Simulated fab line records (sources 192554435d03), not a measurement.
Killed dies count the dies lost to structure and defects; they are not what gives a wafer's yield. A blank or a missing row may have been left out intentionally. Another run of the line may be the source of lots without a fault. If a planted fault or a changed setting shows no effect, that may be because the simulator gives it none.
fab line records	flow n5_finfet
[record] lots = 24	wafers = 72	last_day = 19
route steps=1938 shown BEOL_M0_CUTY@712 BEOL_M0@738 BEOL_M1@753
lots that met no fault: taken from a fault-free run of the same line
start_h: hours from the record's first day to the start of the lot's first wafer shown	wait_h: time in hours since the lot's previous step	" as in the row above	L1.1+2: a single row standing in for several wafers	- no value, or no start given	* or withheld: withheld	< > ~ a bound
route shown NAME@n: NAME is a module with steps in the file, n the number in the route of the first one	usual: average and standard deviation across the fault-free wafers	same: alike in all rows	chamber/n: place in a boat	sites: per-site readings	_std_site: standard deviation of those values	_edge_site: the outer-site mean with the inner-site mean subtracted	radius_mm: for every site, how far away it sits from the centre of the wafer	mask NAME#n: copy n	behind: the last tool/chamber to shape the wafer	hold: the reason the lot was held/the length of the hold in hours/how it ended	device: whichever transistor did not switch (one of n, p or np)	end of line: the tests these same wafers got at the end of their route	a step without rows: its recipe alone	killed: count of dies lost to structure and defects at first sort (not the wafer's yield)	map: dies across one wafer; x = killed, . = not, _ = none there
set.NAME: setting as actually run; set.NAME@STEP: the setting as run at that earlier step	model.NAME: the simulator's own value behind a step, which no gauge read
the route's steps for a sample of lots (tables are steps, rows are wafers)
services: when a tool's chamber went out of use (start_h, in hours from the record's first day, below 0 if earlier), for how many hours, and the reason
[[steps]]
[step N5_BEOL_M0_CUTY_ETCH_62]
[recipe] chemistry = CF4	target = SiARC	mask_material = CAR-ArF-block	time_s = 58.5	ion_energy_ev = 80	pressure_mtorr = 40	source_w = 545	bias_w = 36	Ar_flow_sccm = 100	cf4_flow_sccm = 100	ends = cleared
[usual] drypump_motor_current_A = 5.6/0.35	etch_rf_on_time_s = 58.8/1.4	oes_product_au = 0.65/0.054	rf_vpp_V = 184.5/0.89	showerhead_plenum_p_Torr = 2.17/0.053	throttle_valve_pct = 15.69/0.28
lot.wafer	tool	chamber	start_h	wait_h	drypump_motor_current_A	etch_rf_on_time_s	oes_product_au	rf_hours_counter_h	rf_vpp_V	showerhead_plenum_p_Torr	throttle_valve_pct
L074.1	rie_diel-03	2	117.11	0.0	6.3	60.3	0.62	181	182.6	2.12	15.67
L074.4	"	1	"	"	5.8	59.2	0.68	95	184.3	2.17	15.51
L074.6	"	3	"	"	5.1	58.0	0.64	-	183.2	2.15	15.64
L075.2	rie_diel-03	1	120.64	0.0	5.8	59.6	0.67	96	183.4	2.17	15.53
L075.4	"	2	"	"	6.3	61.2	0.61	182	185.0	2.12	15.66
L075.5	"	3	"	"	5.1	59.4	0.64	-	184.5	2.15	15.63
L077.1	rie_diel-03	3	128.53	0.0	5.1	58.8	0.63	144	184.2	2.15	15.64
L077.2	"	2	"	"	6.3	61.7	0.61	185	185.0	2.12	15.68
L077.4	"	0	"	"	5.3	60.6	0.59	231	183.5	2.20	16.05
L078.1	rie_diel-06	1	141.50	0.0	5.7	58.3	0.62	215	184.3	2.19	16.01
L078.2	"	0	"	"	5.9	56.9	0.73	62	185.0	2.09	15.38
L078.4	"	3	"	"	5.1	58.2	0.63	166	185.2	2.24	16.03
L079.1	rie_diel-06	0	145.45	0.0	5.9	57.7	0.73	63	184.1	2.09	15.38
L079.4	"	1	"	"	5.6	58.7	0.61	-	185.4	2.19	16.01
L079.6	"	3	"	"	5.1	57.6	0.62	-	185.9	2.24	16.07
L080.2	rie_diel-06	1	149.42	0.0	5.7	58.3	0.61	218	184.2	2.19	15.98
L080.3	"	3	"	"	5.1	57.9	0.62	170	184.4	2.24	16.07
L080.4	"	3	"	"	5.1	57.7	0.62	-	184.1	2.24	16.05
L081.3	rie_diel-01	3	155.81	0.0	5.5	60.4	0.75	32	183.7	2.10	15.25
L081.4	"	1	"	"	5.5	57.9	0.66	168	185.0	2.23	15.83
L081.6	"	0	"	"	5.7	57.5	0.74	-	186.5	2.25	15.16
L082.3	rie_diel-06	0	162.99	0.0	5.9	57.3	0.72	70	183.9	2.08	15.40
L082.4	"	2	"	"	5.5	57.1	0.72	74	184.0	2.16	15.57
L082.6	"	0	"	"	5.9	57.0	0.73	-	183.9	2.08	15.40
L083.2	rie_diel-06	0	167.88	0.0	5.9	58.0	0.71	71	183.1	2.08	15.39
L083.5	"	0	"	"	5.9	57.8	0.72	-	182.6	2.08	15.39
L083.6	"	3	"	"	5.2	58.2	0.62	-	184.4	2.23	16.08
L084.1	rie_diel-06	2	175.89	0.0	5.5	57.5	0.71	78	183.8	2.16	15.58
L084.3	"	3	"	"	5.1	58.0	0.62	179	184.7	2.23	16.09
L084.5	"	0	"	"	5.9	57.4	0.72	-	184.6	2.08	15.40
L085.2	rie_diel-03	0	182.07	0.0	5.3	60.5	0.58	247	183.8	2.19	16.09
L085.4	"	1	"	"	5.8	59.8	0.65	118	185.2	2.16	15.57
L085.6	"	0	"	"	5.3	60.7	0.57	-	184.2	2.19	16.07
L086.1	rie_diel-03	2	184.90	0.0	6.3	60.9	0.60	206	184.2	2.11	15.70
L086.2	"	3	"	"	5.1	58.4	0.63	164	184.6	2.14	15.68
L086.3	"	0	"	"	5.3	59.5	0.58	248	185.3	2.19	16.06
L087.1	rie_diel-01	3	189.89	0.0	5.5	60.1	0.73	43	183.7	2.10	15.27
L087.2	"	2	"	"	5.6	61.4	0.57	234	184.8	2.20	16.03
L087.5	"	0	"	"	5.7	57.1	0.73	-	185.9	2.25	15.18
L088.1	rie_diel-03	1	194.45	0.0	5.8	60.0	0.65	123	184.0	2.16	15.55
L088.4	"	3	"	"	5.1	59.2	0.62	-	184.8	2.14	15.68
L088.5	"	1	"	"	5.8	59.3	0.66	-	183.6	2.16	15.58
L089.1	rie_diel-03	1	199.69	0.0	5.8	59.0	0.65	125	184.6	2.16	15.57
L089.4	"	2	"	"	6.2	61.3	0.60	-	184.5	2.11	15.72
L089.6	"	1	"	"	5.8	59.7	0.65	-	183.2	2.16	15.56
L090.1	rie_diel-01	3	209.75	0.0	5.5	60.4	0.72	51	184.4	2.10	15.27
L090.5	"	0	"	"	5.8	57.1	0.72	-	184.4	2.25	15.22
L090.6	"	3	"	"	5.5	60.1	0.73	-	183.6	2.10	15.28
L091.1	rie_diel-06	2	213.67	0.0	5.5	57.0	0.70	90	185.6	2.16	15.61
L091.2	"	1	"	"	5.7	58.4	0.61	239	185.1	2.18	16.03
L091.4	"	0	"	"	5.9	56.5	0.71	86	184.9	2.08	15.41
L092.2	rie_diel-03	0	221.08	0.0	5.3	58.3	0.79	6	185.8	2.19	15.58
L092.4	"	3	"	"	5.1	58.4	0.62	178	184.0	2.14	15.70
L092.5	"	3	"	"	5.1	58.4	0.62	-	183.0	2.14	15.72
L093.2	rie_diel-01	1	230.33	0.0	5.5	57.5	0.65	194	184.7	2.22	15.87
L093.4	"	0	"	"	5.7	57.2	0.72	76	184.1	2.24	15.23
L093.6	"	2	"	"	5.7	60.5	0.57	-	185.4	2.20	16.05
L076.2	rie_diel-01	3	233.63	0.0	5.5	60.5	0.71	60	182.3	2.10	15.30
L076.3	"	1	"	"	5.5	57.7	0.64	195	185.9	2.22	15.88
L076.5	"	1	"	"	5.5	57.6	0.64	-	185.0	2.22	15.87
L094.4	rie_diel-03	2	237.71	0.0	6.2	61.8	0.58	226	184.3	2.11	15.76
L094.5	"	3	"	"	5.1	58.8	0.61	-	183.5	2.14	15.73
L094.6	"	2	"	"	6.3	61.3	0.59	-	182.9	2.11	15.74
L095.1	rie_diel-06	3	247.16	0.0	5.1	59.4	0.59	199	185.7	2.23	16.13
L095.3	"	1	"	"	5.6	59.1	0.60	245	184.9	2.18	16.04
L095.6	"	0	"	"	5.9	57.3	0.70	-	182.5	2.08	15.43
L097.1	rie_diel-06	0	250.65	0.0	5.9	56.7	0.71	94	183.8	2.08	15.46
L097.3	"	2	"	"	5.5	57.3	0.69	98	184.9	2.15	15.62
L097.6	"	3	"	"	5.1	58.1	0.60	-	184.7	2.23	16.11
L096.1	rie_diel-01	0	255.16	0.0	5.8	57.3	0.70	89	185.1	2.24	15.25
L096.3	"	3	"	"	5.5	59.8	0.71	72	184.1	2.09	15.33
L096.4	"	1	"	"	5.5	56.9	0.63	-	184.7	2.21	15.90
[step N5_BEOL_M0_SPUTTER_134]
[recipe] material = Cu	target_thk_a = 40	temp_c = -20	chamber_pressure_pa = 0.07	power_w = withheld	time_s = 7.37
[usual] throttle_valve_pct = 29.5/1.2
lot.wafer	tool	chamber	start_h	wait_h	throttle_valve_pct
L074.1	pvd_sputter-01	-	128.93	0.0	31.5
L074.4	"	-	"	"	28.9
L074.6	"	-	"	"	29.4
L075.2	pvd_sputter-03	-	130.43	0.0	29.1
L075.4	"	-	"	"	27.3
L075.5	"	-	"	"	30.6
L077.1	pvd_sputter-02	-	133.91	0.0	29.7
L077.2	"	-	"	"	29.6
L077.4	"	-	"	"	31.4
L078.1	pvd_sputter-02	-	144.21	0.0	29.4
L078.2	"	-	"	"	29.8
L078.4	"	-	"	"	31.6
L079.1	pvd_sputter-01	-	150.20	0.0	31.7
L079.4	"	-	"	"	29.0
L079.6	"	-	"	"	29.5
L080.2	pvd_sputter-02	-	152.93	0.0	31.4
L080.3	"	-	"	"	29.5
L080.4	"	-	"	"	29.4
L081.3	pvd_sputter-02	-	159.70	0.0	29.7
L081.4	"	-	"	"	29.7
L081.6	"	-	"	"	29.6
L082.3	pvd_sputter-03	-	168.33	0.0	28.3
L082.4	"	-	"	"	28.5
L082.6	"	-	"	"	27.4
L083.2	pvd_sputter-01	-	171.52	0.0	29.4
L083.5	"	-	"	"	31.7
L083.6	"	-	"	"	28.3
L084.1	pvd_sputter-02	-	180.60	0.0	29.6
L084.3	"	-	"	"	31.6
L084.5	"	-	"	"	31.5
L085.2	pvd_sputter-01	-	187.37	0.0	28.2
L085.4	"	-	"	"	31.5
L085.6	"	-	"	"	29.4
L086.1	pvd_sputter-03	-	189.93	0.0	27.4
L086.2	"	-	"	"	29.0
L086.3	"	-	"	"	28.2
L087.1	pvd_sputter-03	-	192.77	0.0	27.8
L087.2	"	-	"	"	30.7
L087.5	"	-	"	"	30.6
L088.1	pvd_sputter-01	-	198.20	0.0	31.6
L088.4	"	-	"	"	29.4
L088.5	"	-	"	"	29.5
L089.1	pvd_sputter-03	-	203.35	0.0	29.0
L089.4	"	-	"	"	27.5
L089.6	"	-	"	"	28.8
L090.1	pvd_sputter-01	-	213.96	0.0	31.5
L090.5	"	-	"	"	29.5
L090.6	"	-	"	"	29.1
L091.1	pvd_sputter-03	-	217.36	0.0	27.6
L091.2	"	-	"	"	28.8
L091.4	"	-	"	"	30.9
L092.2	pvd_sputter-01	-	224.55	0.0	28.3
L092.4	"	-	"	"	29.5
L092.5	"	-	"	"	28.2
L093.2	pvd_sputter-03	-	233.08	0.0	30.5
L093.4	"	-	"	"	27.9
L093.6	"	-	"	"	28.9
L076.2	pvd_sputter-02	-	241.01	0.0	31.5
L076.3	"	-	"	"	30.0
L076.5	"	-	"	"	29.8
L094.4	pvd_sputter-03	-	245.20	0.0	28.8
L094.5	"	-	"	"	27.9
L094.6	"	-	"	"	29.3
L095.1	pvd_sputter-02	-	251.47	0.0	29.9
L095.3	"	-	"	"	31.7
L095.6	"	-	"	"	29.9
L097.1	pvd_sputter-02	-	265.02	0.0	31.6
L097.3	"	-	"	"	29.7
L097.6	"	-	"	"	31.4
L096.1	pvd_sputter-01	-	265.09	0.0	28.9
L096.3	"	-	"	"	29.7
L096.4	"	-	"	"	28.1
[step N5_BEOL_M1_PECVD_72]
[recipe] material = SiO2	target_thk_a = 160	temp_c = 400	precursor = TEOS/O2	pressure_torr = 5.5	rf_w = 450	teos_flow_sccm = 53.8	gas = O2	flow_sccm = 3000	time_s = 18
[usual] heater_power_w = 672/62	showerhead_plenum_p_Torr = 8.78/0.063	throttle_valve_pct = 21.9/1.1
lot.wafer	tool	chamber	start_h	wait_h	heater_power_w	showerhead_plenum_p_Torr	throttle_valve_pct
L074.1	pecvd-01	1	130.62	0.0	645	8.76	22.4
L074.4	"	0	"	"	673	8.88	23.1
L074.6	"	1	"	"	659	8.76	22.7
L075.2	pecvd-01	0	131.89	0.0	733	8.90	23.1
L075.4	"	0	"	"	710	8.89	23.1
L075.5	"	2	"	"	613	8.68	20.3
L077.1	pecvd-02	2	135.25	0.0	638	8.78	20.3
L077.2	"	0	"	"	765	8.76	22.2
L077.4	"	0	"	"	782	8.77	22.3
L078.1	pecvd-01	0	145.56	0.0	675	8.91	22.9
L078.2	"	1	"	"	550	8.76	22.8
L078.4	"	0	"	"	680	8.89	23.3
L079.1	pecvd-02	2	151.56	0.0	693	8.76	20.5
L079.4	"	0	"	"	761	8.75	22.2
L079.6	"	2	"	"	681	8.77	20.4
L080.2	pecvd-01	2	154.28	0.0	653	8.69	19.9
L080.3	"	1	"	"	589	8.79	22.7
L080.4	"	0	"	"	674	8.91	23.2
L081.3	pecvd-02	2	161.08	0.1	622	8.78	20.6
L081.4	"	0	"	"	791	8.73	22.1
L081.6	"	2	"	"	596	8.77	20.4
L082.3	pecvd-02	0	169.67	0.0	781	8.77	22.5
L082.4	"	1	"	"	688	8.76	22.1
L082.6	"	2	"	"	674	8.78	20.4
L083.2	pecvd-01	0	173.22	0.0	677	8.92	23.0
L083.5	"	2	"	"	695	8.71	20.4
L083.6	"	0	"	"	697	8.91	22.9
L084.1	pecvd-01	0	181.93	0.0	667	8.91	23.1
L084.3	"	1	"	"	618	8.79	22.6
L084.5	"	0	"	"	668	8.91	23.0
L085.2	pecvd-02	0	188.79	0.0	783	8.77	22.4
L085.4	"	1	"	"	630	8.75	22.0
L085.6	"	0	"	"	800	8.78	22.3
L086.1	pecvd-01	2	191.34	0.0	574	8.70	20.2
L086.2	"	0	"	"	726	8.88	23.1
L086.3	"	1	"	"	648	8.78	22.7
L087.1	pecvd-02	2	194.18	0.0	639	8.76	20.9
L087.2	"	1	"	"	703	8.73	22.3
L087.5	"	2	"	"	643	8.78	20.7
L088.1	pecvd-03	1	199.71	0.0	642	8.77	21.9
L088.4	"	1	"	"	630	8.77	21.7
L088.5	"	0	"	"	627	8.75	23.0
L089.1	pecvd-03	1	204.71	0.0	729	8.77	21.6
L089.4	"	1	"	"	705	8.77	21.8
L089.6	"	0	"	"	689	8.75	23.1
L090.1	pecvd-03	1	215.29	0.0	733	8.76	21.7
L090.5	"	0	"	"	608	8.75	23.3
L090.6	"	1	"	"	728	8.77	21.5
L091.1	pecvd-01	2	219.03	0.0	646	8.72	20.3
L091.2	"	1	"	"	679	8.77	22.5
L091.4	"	2	"	"	677	8.69	20.0
L092.2	pecvd-01	1	226.09	0.0	654	8.75	22.5
L092.4	"	1	"	"	678	8.77	22.6
L092.5	"	2	"	"	648	8.70	20.3
L093.2	pecvd-02	2	237.35	0.0	654	8.77	20.7
L093.4	"	2	"	"	673	8.75	20.6
L093.6	"	1	"	"	692	8.76	22.2
L076.2	pecvd-02	2	242.52	0.0	608	8.77	20.8
L076.3	"	1	"	"	707	8.74	22.2
L076.5	"	1	"	"	699	8.75	22.4
L094.4	pecvd-01	0	246.55	0.1	620	8.90	23.1
L094.5	"	2	"	"	546	8.69	20.4
L094.6	"	1	"	"	644	8.79	22.3
L095.1	pecvd-01	0	252.82	0.0	741	8.90	23.2
L095.3	"	1	"	"	622	8.80	22.6
L095.6	"	2	"	"	643	8.71	20.4
L097.1	pecvd-01	2	266.35	0.0	612	8.70	20.4
L097.3	"	0	"	"	622	8.90	23.1
L097.6	"	1	"	"	607	8.78	22.7
L096.1	pecvd-02	2	266.43	0.0	689	8.79	21.2
L096.3	"	1	"	"	653	8.77	22.2
L096.4	"	2	"	"	694	8.77	20.8
[step N5_BEOL_M1_CD_MEAS_11]
[recipe] target_cd_nm = 17.05	landing_energy_ev = 500	detector = se_inlens	polarity = opening
[usual] cd_nm = 17.08/0.23
lot.wafer	tool	chamber	start_h	wait_h	cd_nm
L074.1	cd_sem-03	0	131.47	-	17.58
L074.4	"	0	"	"	17.21
L074.6	"	0	"	"	17.09
L075.2	cd_sem-01	0	134.83	-	16.97
L075.4	"	0	"	"	16.84
L075.5	"	0	"	"	17.14
L077.1	cd_sem-01	0	136.11	-	17.02
L077.2	"	0	"	"	16.77
L077.4	"	0	"	"	16.73
L078.1	cd_sem-02	0	146.64	-	17.15
L078.2	"	0	"	"	17.36
L078.4	"	0	"	"	17.22
L079.1	cd_sem-01	0	153.10	-	16.84
L079.4	"	0	"	"	17.08
L079.6	"	0	"	"	17.25
L080.2	cd_sem-02	0	156.07	-	17.18
L080.3	"	0	"	"	17.12
L080.4	"	0	"	"	16.85
L081.3	cd_sem-01	0	162.21	-	17.18
L081.4	"	0	"	"	17.37
L081.6	"	0	"	"	17.10
L082.3	cd_sem-03	0	170.82	-	16.56
L082.4	"	0	"	"	16.79
L082.6	"	0	"	"	16.98
L083.2	cd_sem-02	0	173.67	-	17.23
L083.5	"	0	"	"	17.26
L083.6	"	0	"	"	17.06
L084.1	cd_sem-03	0	182.72	-	17.16
L084.3	"	0	"	"	17.35
L084.5	"	0	"	"	17.07
L085.2	cd_sem-02	0	189.43	-	16.84
L085.4	"	0	"	"	17.13
L085.6	"	0	"	"	17.52
L086.1	cd_sem-03	0	191.80	-	17.07
L086.2	"	0	"	"	17.10
L086.3	"	0	"	"	17.30
L087.1	cd_sem-03	0	196.59	-	16.69
L087.2	"	0	"	"	17.27
L087.5	"	0	"	"	17.43
L088.1	cd_sem-03	0	201.98	-	16.70
L088.4	"	0	"	"	17.34
L088.5	"	0	"	"	17.27
L089.1	cd_sem-01	0	206.56	-	16.81
L089.4	"	0	"	"	16.90
L089.6	"	0	"	"	16.67
L090.1	cd_sem-03	0	216.47	-	16.65
L090.5	"	0	"	"	16.80
L090.6	"	0	"	"	17.00
L091.1	cd_sem-03	0	220.49	-	16.74
L091.2	"	0	"	"	17.10
L091.4	"	0	"	"	17.14
L092.2	cd_sem-03	0	227.64	-	17.16
L092.4	"	0	"	"	17.06
L092.5	"	0	"	"	16.93
L093.2	cd_sem-03	0	238.17	-	17.23
L093.4	"	0	"	"	17.37
L093.6	"	0	"	"	17.30
L076.2	cd_sem-02	0	244.48	-	16.88
L076.3	"	0	"	"	17.31
L076.5	"	0	"	"	16.72
L094.4	cd_sem-03	0	248.55	-	17.59
L094.5	"	0	"	"	17.08
L094.6	"	0	"	"	17.36
L095.1	cd_sem-02	0	256.94	-	17.12
L095.3	"	0	"	"	17.19
L095.6	"	0	"	"	17.64
L097.1	cd_sem-03	0	270.42	-	17.40
L097.3	"	0	"	"	16.94
L097.6	"	0	"	"	17.01
L096.1	cd_sem-01	0	270.58	-	17.17
L096.3	"	0	"	"	17.21
L096.4	"	0	"	"	17.08
[step N5_BEOL_M1_STRIP_19]
[recipe] chemistry = O2	power_w = 400	temp_c = 40	pressure_mtorr = 30	rf_frequency_hz = 6e+07	bias_power_w = 0	overash_fraction = 0.2	o2_flow_sccm = 225
[usual] drypump_motor_current_A = 5.6/0.35	oes_product_au = 0.79/0.076	rf_vpp_V = 3.7/0.53	showerhead_plenum_p_Torr = 2.12/0.07	throttle_valve_pct = 16.76/0.18
lot.wafer	tool	chamber	start_h	wait_h	drypump_motor_current_A	oes_product_au	rf_hours_counter_h	rf_vpp_V	showerhead_plenum_p_Torr	throttle_valve_pct
L074.1	rie_diel-05	3	131.96	0.1	5.3	0.76	158	3.4	2.01	16.62
L074.4	"	1	"	"	6.1	0.82	68	3.2	2.11	16.63
L074.6	"	2	"	"	5.7	0.76	-	3.3	2.02	16.91
L075.2	rie_diel-02	0	135.38	0.1	5.6	0.80	94	4.4	2.12	16.77
L075.4	"	2	"	"	5.7	0.76	143	3.8	2.19	16.72
L075.5	"	2	"	"	5.7	0.75	-	3.1	2.19	16.71
L077.1	rie_diel-05	2	136.68	0.2	5.7	0.77	139	4.1	2.02	16.92
L077.2	"	1	"	"	6.2	0.83	69	4.6	2.11	16.64
L077.4	"	0	"	"	4.9	0.68	236	4.1	2.16	17.22
L078.1	rie_diel-04	1	147.13	0.1	5.0	0.75	136	3.2	2.20	16.75
L078.2	"	0	"	"	5.5	0.73	180	2.2	2.20	16.64
L078.4	"	0	"	"	5.5	0.73	-	4.6	2.20	16.64
L079.1	rie_diel-05	1	153.58	0.1	6.2	0.81	75	4.3	2.11	16.64
L079.4	"	0	"	"	4.9	0.68	242	4.5	2.16	17.23
L079.6	"	2	"	"	5.7	0.75	-	3.1	2.02	16.93
L080.2	rie_diel-02	0	156.55	0.1	5.5	0.80	101	4.1	2.12	16.78
L080.3	"	1	"	"	6.1	0.89	41	4.4	2.12	16.81
L080.4	"	3	"	"	5.7	0.94	8	3.9	2.22	16.42
L081.3	rie_diel-02	0	162.79	0.1	5.6	0.80	103	3.1	2.12	16.77
L081.4	"	2	"	"	5.7	0.76	150	3.3	2.19	16.71
L081.6	"	0	"	"	5.5	0.80	-	3.5	2.12	16.77
L082.3	rie_diel-05	1	171.31	0.1	6.2	0.81	79	3.9	2.11	16.66
L082.4	"	2	"	"	5.7	0.75	148	3.6	2.02	16.92
L082.6	"	0	"	"	5.0	0.67	-	3.5	2.16	17.25
L083.2	rie_diel-02	3	174.16	0.1	5.7	0.93	13	4.4	2.22	16.43
L083.5	"	1	"	"	6.0	0.88	-	4.2	2.11	16.83
L083.6	"	2	"	"	5.7	0.76	-	4.6	2.19	16.71
L084.1	rie_diel-04	2	183.31	0.1	5.0	0.93	8	4.0	2.14	16.67
L084.3	"	3	"	"	5.4	0.68	229	3.8	2.05	16.96
L084.5	"	3	"	"	5.4	0.67	-	3.6	2.06	16.94
L085.2	rie_diel-05	1	189.91	0.1	6.2	0.81	86	3.1	2.10	16.68
L085.4	"	3	"	"	5.4	0.75	-	3.8	2.00	16.65
L085.6	"	1	"	"	6.1	0.82	-	3.0	2.10	16.68
L086.1	rie_diel-02	2	192.32	0.1	5.7	0.75	158	3.3	2.19	16.73
L086.2	"	1	"	"	6.0	0.87	50	4.3	2.11	16.83
L086.3	"	3	"	"	5.7	0.91	18	3.6	2.22	16.44
L087.1	rie_diel-02	1	197.07	0.1	6.1	0.87	51	3.4	2.11	16.85
L087.2	"	0	"	"	5.6	0.77	113	3.6	2.12	16.79
L087.5	"	3	"	"	5.7	0.91	-	4.6	2.22	16.43
L088.1	rie_diel-05	1	202.80	0.3	6.2	0.80	92	3.7	2.10	16.68
L088.4	"	1	"	"	6.2	0.81	-	3.6	2.10	16.68
L088.5	"	2	"	"	5.6	0.74	-	4.5	2.01	16.95
L089.1	rie_diel-04	3	207.84	0.1	5.4	0.68	236	3.2	2.05	16.97
L089.4	"	0	"	"	5.4	0.72	199	3.5	2.20	16.67
L089.6	"	0	"	"	5.5	0.72	-	3.0	2.20	16.66
L090.1	rie_diel-02	0	216.95	0.1	5.6	0.78	116	3.4	2.12	16.80
L090.5	"	2	"	"	5.7	0.75	-	4.7	2.18	16.74
L090.6	"	3	"	"	5.7	0.90	-	4.3	2.22	16.45
L091.1	rie_diel-02	3	221.10	0.1	5.7	0.90	24	4.0	2.22	16.44
L091.2	"	2	"	"	5.7	0.75	165	4.1	2.18	16.73
L091.4	"	1	"	"	6.0	0.85	56	4.1	2.11	16.85
L092.2	rie_diel-02	2	228.12	0.1	5.7	0.75	167	3.5	2.18	16.72
L092.4	"	0	"	"	5.5	0.78	119	4.1	2.11	16.80
L092.5	"	1	"	"	6.1	0.86	-	4.6	2.11	16.85
L093.2	rie_diel-04	1	238.66	0.1	5.0	0.73	157	3.7	2.19	16.79
L093.4	"	3	"	"	5.3	0.66	248	3.6	2.05	16.99
L093.6	"	1	"	"	5.0	0.73	-	4.9	2.19	16.79
L076.2	rie_diel-05	0	244.96	0.1	4.9	0.94	12	3.0	2.15	16.85
L076.3	"	3	"	"	5.4	0.73	196	3.3	1.99	16.69
L076.5	"	2	"	"	5.6	0.72	-	3.1	2.01	16.99
L094.4	rie_diel-02	3	249.26	0.1	5.7	0.89	32	3.7	2.21	16.47
L094.5	"	1	"	"	6.0	0.86	-	4.5	2.11	16.85
L094.6	"	2	"	"	5.7	0.74	-	4.1	2.18	16.75
L095.1	rie_diel-02	2	257.54	0.1	5.7	0.73	176	3.7	2.18	16.76
L095.3	"	3	"	"	5.7	0.87	35	4.3	2.21	16.48
L095.6	"	3	"	"	5.8	0.87	-	3.1	2.21	16.46
L097.1	rie_diel-05	1	270.99	0.2	6.2	0.78	110	3.9	2.10	16.71
L097.3	"	0	"	"	5.0	0.92	20	3.4	2.15	16.86
L097.6	"	2	"	"	5.7	0.72	-	3.6	2.01	17.00
L096.1	rie_diel-02	2	271.12	0.1	5.7	0.73	179	2.9	2.18	16.77
L096.3	"	0	"	"	5.6	0.76	130	4.1	2.11	16.81
L096.4	"	3	"	"	5.7	0.88	38	4.5	2.21	16.48
[step N5_BEOL_M1_SPUTTER_90]
[recipe] material = Cu	target_thk_a = 45	temp_c = -20	chamber_pressure_pa = 0.07	power_w = withheld	time_s = 8.29
[usual] throttle_valve_pct = 29.5/1.2
lot.wafer	tool	chamber	start_h	wait_h	throttle_valve_pct
L074.1	pvd_sputter-02	-	136.79	0.1	31.4
L074.4	"	-	"	"	29.8
L074.6	"	-	"	"	29.8
L075.2	pvd_sputter-01	-	140.08	0.1	28.4
L075.4	"	-	"	"	29.4
L075.5	"	-	"	"	28.6
L077.1	pvd_sputter-02	-	142.97	0.1	29.8
L077.2	"	-	"	"	29.6
L077.4	"	-	"	"	29.7
L078.1	pvd_sputter-01	-	152.18	0.1	28.3
L078.2	"	-	"	"	31.2
L078.4	"	-	"	"	29.6
L079.1	pvd_sputter-02	-	158.72	0.1	29.6
L079.4	"	-	"	"	29.9
L079.6	"	-	"	"	29.7
L080.2	pvd_sputter-01	-	163.98	0.1	31.5
L080.3	"	-	"	"	29.1
L080.4	"	-	"	"	31.5
L081.3	pvd_sputter-02	-	166.84	0.1	31.5
L081.4	"	-	"	"	29.6
L081.6	"	-	"	"	30.1
L082.3	pvd_sputter-02	-	178.40	0.1	29.7
L082.4	"	-	"	"	29.7
L082.6	"	-	"	"	31.4
L083.2	pvd_sputter-02	-	183.62	0.1	29.8
L083.5	"	-	"	"	29.6
L083.6	"	-	"	"	30.1
L084.1	pvd_sputter-03	-	188.43	0.1	29.0
L084.3	"	-	"	"	27.4
L084.5	"	-	"	"	27.9
L085.2	pvd_sputter-03	-	195.24	0.1	28.0
L085.4	"	-	"	"	30.7
L085.6	"	-	"	"	28.9
L086.1	pvd_sputter-01	-	201.78	0.1	28.3
L086.2	"	-	"	"	29.6
L086.3	"	-	"	"	28.9
L087.1	pvd_sputter-03	-	205.31	0.1	29.0
L087.2	"	-	"	"	28.1
L087.5	"	-	"	"	27.5
L089.1	pvd_sputter-01	-	212.98	0.1	28.3
L089.4	"	-	"	"	31.9
L089.6	"	-	"	"	28.4
L088.1	pvd_sputter-03	-	213.06	0.1	30.7
L088.4	"	-	"	"	27.4
L088.5	"	-	"	"	27.4
L090.1	pvd_sputter-03	-	222.11	0.1	27.4
L090.5	"	-	"	"	29.0
L090.6	"	-	"	"	30.8
L091.1	pvd_sputter-01	-	226.31	0.1	29.1
L091.2	"	-	"	"	29.6
L091.4	"	-	"	"	28.4
L092.2	pvd_sputter-02	-	233.73	0.1	29.7
L092.4	"	-	"	"	30.1
L092.5	"	-	"	"	29.8
L093.2	pvd_sputter-01	-	243.35	0.1	31.5
L093.4	"	-	"	"	28.2
L093.6	"	-	"	"	29.0
L076.2	pvd_sputter-02	-	250.49	0.1	31.5
L076.3	"	-	"	"	29.7
L076.5	"	-	"	"	29.7
L094.4	pvd_sputter-02	-	263.40	8.1	29.8
L094.5	"	-	"	"	30.0
L094.6	"	-	"	"	29.9
L095.1	pvd_sputter-03	-	272.55	0.1	27.3
L095.3	"	-	"	"	30.8
L095.6	"	-	"	"	28.7
L097.1	pvd_sputter-02	-	276.37	0.1	29.6
L097.3	"	-	"	"	29.6
L097.6	"	-	"	"	31.7
L096.1	pvd_sputter-03	-	278.12	0.1	27.3
L096.3	"	-	"	"	28.8
L096.4	"	-	"	"	30.9
[[services]]
tool	chamber	start_h	hours	kind
rie_diel-04	-	95.90	0.4	repair
rie_diel-01	3	105.08	9.1	repair
pvd_sputter-01	-	112.84	13.6	repair
rie_diel-01	0	113.19	5.2	repair
rie_diel-06	2	113.32	8.0	repair
rie_diel-05	2	128.71	1.6	repair
pecvd-02	1	130.79	30.3	repair
pvd_sputter-01	-	136.42	1.1	repair
rie_diel-05	-	139.60	0.4	repair
pecvd-02	-	139.70	0.8	repair
rie_diel-06	2	144.85	12.2	repair
pvd_sputter-03	-	159.89	2.5	repair
rie_diel-03	0	170.10	5.9	repair
rie_diel-02	-	180.09	1.3	repair
rie_diel-01	0	198.22	3.0	repair
rie_diel-05	1	213.02	4.7	repair
rie_diel-04	1	214.95	6.7	repair
rie_diel-04	1	222.61	13.5	repair
rie_diel-05	1	230.47	5.5	repair
rie_diel-02	1	230.65	2.4	repair
rie_diel-06	-	232.17	14.6	pm
pecvd-01	2	237.14	7.1	repair
rie_diel-05	3	263.47	13.5	repair
rie_diel-03	2	263.59	3.8	repair
[[key]]
fault none
